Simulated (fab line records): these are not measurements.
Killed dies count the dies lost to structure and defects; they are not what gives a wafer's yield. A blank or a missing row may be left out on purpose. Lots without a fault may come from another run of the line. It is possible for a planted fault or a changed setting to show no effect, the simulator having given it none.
Which tool did it?    flow n5Finfet    12 lots, 36 wafers sampled, at 3 steps of a route of 1938

## WHAT THE GAUGES SHOWED, per wafer
N5_GATE_CUT_INSPECT_26: inspects for defects (darkfield).
lot   measured      on                rawDefectCount
L634  day 4 13:42   defectInspect-01  53 38 28
L639  day 5 20:46   defectInspect-02  29 25 29
L640  day 6 03:58   defectInspect-02  32 45 72
L641  day 6 18:42   defectInspect-02  41 22 24
L642  day 6 20:11   defectInspect-01  42 56 36
L643  day 7 00:04   defectInspect-01  24 18 38
L645  day 7 11:26   defectInspect-02  71 22 87
L650  day 8 13:32   defectInspect-01  33 25 44
L652  day 9 01:55   defectInspect-02  33 30 14
L653  day 9 09:04   defectInspect-02  29 26 43
L656  day 10 05:07  defectInspect-01  30 68 77
L657  day 10 08:41  defectInspect-01  16 31 31

## EACH LOT AND THE TOOL THAT RAN IT (in order: tool; ch and the chambers of the sampled wafers; start)
lot   N5_GATE_CUT_CMP_43             N5_GATE_CUT_CMP_61
L634  cmp-01 ch 0,1,2, day 4 13:08   cmp-01 ch 0,1,2, day 4 13:31
L639  cmp-01 ch 0,1,3, day 5 20:04   cmp-01 ch 0,1,3, day 5 20:32
L640  cmp-01 ch 0,1,3, day 6 03:24   cmp-01 ch 0,1,3, day 6 03:47
L641  cmp-01 ch 2,3, day 6 17:59     cmp-01 ch 2,3, day 6 18:28
L642  cmp-01 ch 0,2,3, day 6 19:28   cmp-01 ch 0,2,3, day 6 19:57
L643  cmp-01 ch 0,1, day 6 23:21     cmp-01 ch 0,1, day 6 23:50
L645  cmp-02 ch 1,3, day 7 10:44     cmp-02 ch 1,3, day 7 11:13
L650  cmp-02 ch 0,1,2, day 8 12:49   cmp-02 ch 0,1,2, day 8 13:18
L652  cmp-04 ch 0,2,3, day 9 01:13   cmp-04 ch 0,2,3, day 9 01:41
L653  cmp-01 ch 0,1,3, day 9 08:21   cmp-01 ch 0,1,3, day 9 08:50
L656  cmp-02 ch 0,2,3, day 10 04:29  cmp-02 ch 0,2,3, day 10 04:55
L657  cmp-01 ch 0,1, day 10 07:59    cmp-01 ch 0,1, day 10 08:28
- N5_GATE_CUT_CMP_43: polishes SiO2.
- N5_GATE_CUT_CMP_61: polishes, stops on SiNx, t overpolish 3 s.

## WHAT THE TOOLS THEMSELVES READ (means of the sampled wafers that have a number; where no wafer has one, the mark that the record gives instead)
N5_GATE_CUT_CMP_43.
lot   tool    motorCurrentA (A)
L634  cmp-01  12.4
L639  cmp-01  11.8
L640  cmp-01  12.0
L641  cmp-01  12.3
L642  cmp-01  12.1
L643  cmp-01  12.3
L645  cmp-02  12.2
L650  cmp-02  10.5
L652  cmp-04  11.2
L653  cmp-01  12.0
L656  cmp-02  11.8
L657  cmp-01  12.3

N5_GATE_CUT_CMP_61.
lot   tool    motorCurrentA (A)
L634  cmp-01  11.7
L639  cmp-01  11.9
L640  cmp-01  12.3
L641  cmp-01  11.7
L642  cmp-01  12.2
L643  cmp-01  12.7
L645  cmp-02  12.6
L650  cmp-02  10.4
L652  cmp-04  11.6
L653  cmp-01  11.7
L656  cmp-02  11.3
L657  cmp-01  12.5

## THE ANSWER, worked out from the rows above alone
Rule: what is usual is taken from the lots themselves. The widest of any qualifying gaps counts: lots, ordered by their means at a reading, are off when they make up no more than a third of the lots, leave a main group of 4 or more, and stand apart from it by 3 or more times the standard deviation of that group's means. Not used: any main group whose means are identical at the precision the tables above print for the reading. A lot without any number at a reading at which 4 lots or more have one is off too. Where the step has rows for the other lots, those lots are counted as sound. The gauges are gone through in route order, then the tools' own readings, and for those a lot's mean is taken as printed above. The first step at which some lot is off is used, and at that step the reading that is off furthest; a lot without a number counts as furthest.
No lot is off on any of the readings shown, so nothing can be concluded from this.

## WHAT WAS PUT IN BY THE SIMULATOR
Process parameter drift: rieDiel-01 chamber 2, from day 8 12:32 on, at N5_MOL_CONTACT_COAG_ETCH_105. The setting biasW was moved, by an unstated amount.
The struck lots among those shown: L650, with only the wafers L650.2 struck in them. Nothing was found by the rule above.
